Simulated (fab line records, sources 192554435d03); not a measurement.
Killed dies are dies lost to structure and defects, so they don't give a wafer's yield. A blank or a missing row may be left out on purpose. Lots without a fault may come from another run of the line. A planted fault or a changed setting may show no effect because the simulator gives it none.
fab line records | flow n5_finfet
record lots=4 wafers=12 last_day=17
route steps=1938 shown WELL_APT@21 PMOS_HMC_CHANNEL_EPI@57 BEOL_M4@1111 PASSIVATION@1936
lots that met no fault: from a run of the same line without faults
start_h: hours from the record's first day to the start of the lot's first wafer shown | wait_h: hours since the lot's step before | " the same as in the row above | L1.1+2: a row that stands for several wafers | - no value, or no start given | * or withheld: withheld | < > ~ a bound
route shown NAME@n: a module of which the file shows steps, and the number in the route of the first | usual: mean/standard deviation of fault-free wafers | same: alike in all rows | chamber/n: place in a boat | sites: the reading at each site | _std_site: their standard deviation | _edge_site: outer sites' mean less inner sites' | radius_mm: how far each site lies from the wafer's centre | mask NAME#n: copy n | behind: the tool/chamber that last shaped the wafer | hold: why the lot was held/for how many hours/how that ended | device: the transistor (n, p or np) that didn't switch | end of line: the same wafers' tests at the end of the route | a step without rows: its recipe alone | killed: dies lost to structure and defects at the first sort, not the wafer's yield | map: a wafer's dies, x killed, . not, _ none there
set.NAME: the setting as run; set.NAME@STEP: as run at that earlier step | model.NAME: the simulator's own value behind a step, which no gauge read
lots at some steps of the route; a table a step, a row a wafer
services: from which hour (start_h, from the record's first day; less than 0 if before it) a tool's chamber was out of use, for how many hours, and why
## steps
# step N5_WELL_APT_COAT_02
# recipe spin_rpm=1357 resist_thk_nm=950
# step N5_WELL_APT_EBR_04
# recipe solvent=PGMEA ebr_width_mm=1.5
# step N5_WELL_APT_SOFTBAKE_03
# recipe temp_c=130 time_s=60
# step N5_WELL_APT_EXPOSE_05
# recipe mask_id=NWELL na=0.8 source_shape=conventional sigma_outer=0.8 polarization=unpolarized defocus_nm=0 target_cd_nm=200 dose_mj=20.3
# step N5_WELL_APT_PEB_06
# recipe peb_temp_c=130 peb_time_s=90
# step N5_WELL_APT_DEVELOP_07
# recipe develop_time_s=45 rinse_liquid=surfactant_rinse dry=air_spin dev_temp_c=21
# step N5_WELL_APT_HARDBAKE_12
# recipe temp_c=130 time_s=120
# step N5_WELL_APT_DESCUM_13
# recipe chemistry=O2 time_s=7.9 source_power_w=50 bias_power_w=20 pressure_mtorr=20 rf_frequency_hz=2.712e+07 temp_c=40 o2_flow_sccm=225
# step N5_WELL_APT_IMPLANT_14
# recipe species=P energy_kev=160 dose_cm2=1.5e+13 tilt_deg=0 rotation_deg=0
# step N5_WELL_APT_IMPLANT_15
# recipe species=As energy_kev=25 dose_cm2=1.5e+13 tilt_deg=0 rotation_deg=0
# usual dose_ions_cm2=1.5e+13/1.5e+10 faraday_current_uA=191/3.5
# columns lot.wafer tool chamber start_h wait_h dose_ions_cm2 faraday_current_uA
L635.2 implanter-02 0 44.27 0.1 9.375e+12 121
L635.3 " 0 " " 9.39e+12 119
L635.5 " 0 " " 9.38e+12 116
L638.1 implanter-02 0 62.07 0.1 9.388e+12 119
L638.3 " 0 " " 9.384e+12 118
L638.6 " 0 " " 9.365e+12 120
L648.4 implanter-02 0 122.32 0.1 1.4996e+13 188
L648.5 " 0 " " 1.4996e+13 190
L648.6 " 0 " " 1.4991e+13 193
L652.1 implanter-02 0 146.53 0.1 1.4978e+13 195
L652.2 " 0 " " 1.4975e+13 191
L652.4 " 0 " " 1.4961e+13 190
# step N5_WELL_APT_STRIP_16
# recipe chemistry=SPM time_s=900 temp_c=130 h2so4_h2o2_vol_ratio=4 dry=ipa_marangoni
# step N5_WELL_APT_HMDS_18
# recipe time_s=60 temp_c=120
# step N5_WELL_APT_COAT_19
# recipe spin_rpm=1357 resist_thk_nm=950
# step N5_WELL_APT_EBR_21
# recipe solvent=PGMEA ebr_width_mm=1.5
# step N5_WELL_APT_SOFTBAKE_20
# recipe temp_c=130 time_s=60
# step N5_WELL_APT_EXPOSE_22
# recipe mask_id=PWELL na=0.8 source_shape=conventional sigma_outer=0.8 polarization=unpolarized defocus_nm=0 target_cd_nm=200 dose_mj=23.2
# step N5_WELL_APT_PEB_23
# recipe peb_temp_c=130 peb_time_s=90
# step N5_WELL_APT_DEVELOP_24
# recipe develop_time_s=45 rinse_liquid=surfactant_rinse dry=air_spin dev_temp_c=21
# step N5_WELL_APT_HARDBAKE_29
# recipe temp_c=130 time_s=120
# step N5_WELL_APT_DESCUM_30
# recipe chemistry=O2 time_s=7.9 source_power_w=50 bias_power_w=20 pressure_mtorr=20 rf_frequency_hz=2.712e+07 temp_c=40 o2_flow_sccm=225
# step N5_WELL_APT_IMPLANT_31
# recipe species=B energy_kev=60 dose_cm2=1.5e+13 tilt_deg=0 rotation_deg=0
# step N5_WELL_APT_IMPLANT_32
# recipe species=BF2 energy_kev=50 dose_cm2=2e+13 tilt_deg=0 rotation_deg=0
# step N5_WELL_APT_STRIP_33
# recipe chemistry=SPM time_s=900 temp_c=130 h2so4_h2o2_vol_ratio=4 dry=ipa_marangoni
# step N5_WELL_APT_RTA_34
# recipe temp_c=1000 time_s=10 ambient=N2 idle_temp_c=600 ramp_up_c_per_s=150 ramp_down_c_per_s=60 cool_to_c=600
# step N5_WELL_APT_OXIDE_STRIP_42
# recipe chemistry=dHF dilution=25:1 time_s=45 temp_c=25 target=SiO2 target_depth_a=120
# step N5_WELL_APT_PRECLEAN_36
# recipe chemistry=O3/DIW time_s=45 temp_c=22 o3_ppm=10
# step N5_WELL_APT_PRECLEAN_39
# recipe chemistry=dHF time_s=60 dilution=150:1 temp_c=25
# step N5_WELL_APT_SRD_37
# recipe dry=ipa_marangoni do_ppb=5 time_s=30 temp_c=23 rinse_liquid=diw
# step N5_WELL_APT_EPI_41
# recipe material=Si target_thk_a=500 temp_c=650 precursor=SiH4/H2 pressure_torr=20 time_s=297.7
# step N5_PMOS_HMC_CHANNEL_EPI_HM_DEP_34
# recipe material=SiO2 target_thk_a=360 temp_c=400 precursor=TEOS/O2 pressure_torr=6.5 rf_w=900 teos_flow_sccm=161.4 gas=O2 flow_sccm=2650 time_s=6.9
# step N5_PMOS_HMC_CHANNEL_EPI_COAT_31
# recipe resist=BARC temp_c=205 time_s=60 spin_rpm=1500 resist_thk_nm=66
# step N5_PMOS_HMC_CHANNEL_EPI_COAT_03
# recipe resist=CAR-ArF-block spin_rpm=1500 resist_thk_nm=205
# step N5_PMOS_HMC_CHANNEL_EPI_EBR_05
# recipe solvent=PGMEA ebr_width_mm=1.5
# step N5_PMOS_HMC_CHANNEL_EPI_SOFTBAKE_04
# recipe temp_c=110 time_s=60 resist=CAR-ArF-block
# step N5_PMOS_HMC_CHANNEL_EPI_EXPOSE_06
# recipe mask_id=PMOS_HMC_BLK na=1.35 source_shape=conventional sigma_outer=0.8 polarization=unpolarized target_cd_nm=240 dose_mj=41
# step N5_BEOL_M4_RC_MEAS_101
# usual CJ_P=5.8/0.3 DIBL_N=36.0/2.5 DIBL_P=36.2/3 IOFF_N=0.16/0.044 IOFF_P=0.21/0.049 ION_N=671/15 ION_P=461/8.7 SS_N=71.5/0.72 SS_P=73.4/0.9 VT_N=251/4.4 VT_P=-250/4
# columns lot.wafer tool chamber start_h wait_h CJ_P DIBL_N[mV/V] DIBL_P[mV/V] IOFF_N[nA/um] IOFF_P[nA/um] ION_N[uA/um] ION_P[uA/um] SS_N[mV/dec] SS_P[mV/dec] VT_N[mV] VT_P[mV]
L635.2 prober-02 0 215.42 0.2 5.0 37.3 38.0 0.17 0.23 682 468 71.5 73.6 248 -249
L635.3 " 0 " " 4.7 35.3 36.0 0.13 0.20 675 468 71.4 73.0 250 -253
L635.5 " 0 " " 4.4 38.8 39.0 0.21 0.25 697 475 72.1 74.2 245 -247
L638.1 prober-01 0 222.53 0.0 4.5 38.7 39.4 0.19 0.25 689 474 72.0 75.0 250 -250
L638.3 " 0 " " 4.5 31.1 29.1 0.08 0.11 635 436 70.0 71.7 260 -260
L638.6 " 0 " " 4.5 39.4 40.2 0.20 0.28 676 465 72.0 75.6 248 -249
L648.4 prober-01 0 286.28 0.5 5.6 35.8 37.2 0.17 0.23 678 467 72.0 73.5 249 -246
L648.5 " 0 " " 5.4 35.5 35.5 0.18 0.22 682 469 71.5 73.4 249 -249
L648.6 " 0 " " 6.2 34.7 35.6 0.14 0.21 664 457 70.9 73.2 252 -249
L652.1 prober-01 0 308.34 0.0 5.7 39.0 39.1 0.20 0.29 666 460 72.7 74.2 248 -248
L652.2 " 0 " " 5.5 35.8 35.5 0.15 0.20 658 457 71.9 72.7 252 -250
L652.4 " 0 " " 5.9 35.1 34.9 0.14 0.19 684 470 70.8 73.6 250 -250
# step N5_PASSIVATION_PROBE_49
# usual defect_limited_yield=91.7/1.4 killed_at_M0_to_M3=31/11 killed_at_M4_up=13/4.6 killed_at_contacts=13/6.7 killed_at_front_end=39/9.6 killed_at_other=3.5/2.8 killed_dies=98/16 killed_open=64/11 killed_short=33/8.5 sort_bin_5_function=4.9/0.96 sort_bin_6_memory=3.1/0.59 sort_bin_8_speed=0.2/1.3 sort_n_pass=1080/23 sort_yield_pct=91.5/1.9
# same gross_dies=1180 killed_at_back_side=0 sort_bin_4_leakage[%]=0
# columns lot.wafer tool chamber start_h wait_h defect_limited_yield[%] killed_at_M0_to_M3 killed_at_M4_up killed_at_contacts killed_at_front_end killed_at_other killed_dies killed_open killed_short sort_bin_5_function[%] sort_bin_6_memory[%] sort_bin_8_speed[%] sort_n_pass sort_yield_pct[%]
L638.3 prober-01 - 337.41 0.1 93.4 18 17 4 35 4 78 46 30 3.4 3.1 3.2 1064 90.2
L648.4 prober-02 - 388.06 0.2 91.9 32 9 3 43 8 95 62 32 5.4 2.5 0 1085 91.9
L648.5 prober-02 - 388.11 0.2 92.4 32 9 12 33 4 90 64 26 4.2 3.3 0 1090 92.4
L648.6 prober-02 - 388.16 0.3 92.3 29 11 18 21 12 91 62 28 4.7 2.5 0 1089 92.3
L652.1 prober-01 - 410.81 0.0 93.1 29 11 13 28 1 82 54 27 4.3 2.4 0 1098 93.1
L652.2 prober-01 - 410.86 0.1 91.5 26 17 14 43 0 100 60 38 4.8 3.1 0 1080 91.5
L652.4 prober-01 - 410.96 0.2 92.4 19 10 11 46 4 90 64 24 4.0 3.6 0 1090 92.4
# killed by level:class
L638.3 GATE_CUT:geometric_particle:short=11 BEOL_M4:geometric_particle:open=9 STI_FIN_REVEAL:geometric_particle:open=6 GATE_CUT:geometric_particle:open=4 BEOL_M0_SAQP:geometric_particle:short=4 BEOL_M3:geometric_particle:open=4 STARTING-WAFER:geometric_particle:open=4 FIN_SAQP:geometric_particle:short=3
L648.4 FIN_SAQP:geometric_particle:open=12 BEOL_M0_SAQP:geometric_particle:short=10 BEOL_M3:geometric_particle:open=8 STI_FIN_REVEAL:geometric_particle:open=7 BEOL_M0_SAQP:geometric_particle:open=7 DUMMY_GATE:geometric_particle:open=5 BEOL_M4:geometric_particle:open=5 MIM_TOP:geometric_particle:short=5
L648.5 MOL_CONTACT_COAG:geometric_particle:open=11 STI_FIN_REVEAL:geometric_particle:open=10 BEOL_M3:geometric_particle:open=8 BEOL_M0_SAQP:geometric_particle:short=7 BEOL_M1:geometric_particle:open=7 BEOL_M0_SAQP:geometric_particle:open=5 FIN_SAQP:geometric_particle:short=4 FIN_SAQP:geometric_particle:open=4
L648.6 MOL_CONTACT_COAG:geometric_particle:open=15 FIN_SAQP:geometric_particle:open=7 BEOL_M0_SAQP:geometric_particle:open=6 BEOL_M0_SAQP:geometric_particle:short=6 BEOL_M2:geometric_particle:open=6 BEOL_M4:geometric_particle:open=5 BEOL_M2:geometric_particle:short=4 BEOL_M3:geometric_particle:open=4
L652.1 BEOL_M0_SAQP:geometric_particle:open=11 MOL_CONTACT_COAG:geometric_particle:open=9 BEOL_M0_SAQP:geometric_particle:short=8 FIN_SAQP:geometric_particle:open=7 BEOL_M4:geometric_particle:open=6 MOL_CONTACT_COAG:geometric_particle:short=4 BEOL_M2:geometric_particle:open=4 FIN_SAQP:geometric_particle:short=3
L652.2 MOL_CONTACT_COAG:geometric_particle:open=11 FIN_SAQP:geometric_particle:short=10 BEOL_M1:geometric_particle:open=8 STI_FIN_REVEAL:geometric_particle:open=7 BEOL_M4:geometric_particle:open=6 GATE_CUT:geometric_particle:open=5 BEOL_M0_SAQP:geometric_particle:short=5 BEOL_M5:geometric_particle:open=4
L652.4 FIN_SAQP:geometric_particle:open=15 STI_FIN_REVEAL:geometric_particle:open=10 MOL_CONTACT_COAG:geometric_particle:open=10 FIN_SAQP:geometric_particle:short=6 BEOL_M1:geometric_particle:open=6 BEOL_M0_SAQP:geometric_particle:short=4 BEOL_M3:geometric_particle:open=4 GATE_CUT:geometric_particle:short=3
## services
# columns tool chamber start_h hours kind
implanter-02 - 21.34 3.3 repair
implanter-02 - 71.26 5.4 pm
## key
first_sign step=N5_WELL_APT_IMPLANT_15 reading=dose_ions_cm2 direction=down sigmas=99+ usual=1.5e+13 struck=9.38e+12
effect step=N5_WELL_APT_IMPLANT_15 reading=faraday_current_uA direction=down sigmas=20 usual=191 struck=119
effect step=N5_BEOL_M4_RC_MEAS_101 reading=CJ_P direction=down sigmas=3.8 usual=5.8 struck=4.6
met_at N5_WELL_APT_IMPLANT_15
struck_wafers L635.2,L635.3,L635.5,L638.1,L638.3,L638.6
fault kind=process_parameter_drift tool=implanter-02 chamber=- onset_h=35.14 steps=N5_WELL_APT_IMPLANT_15 channel=dose_cm2 offset=-5.6187e+12 shape=step end_h=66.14 acts_in=these_recipes_only stated=1.5e+13
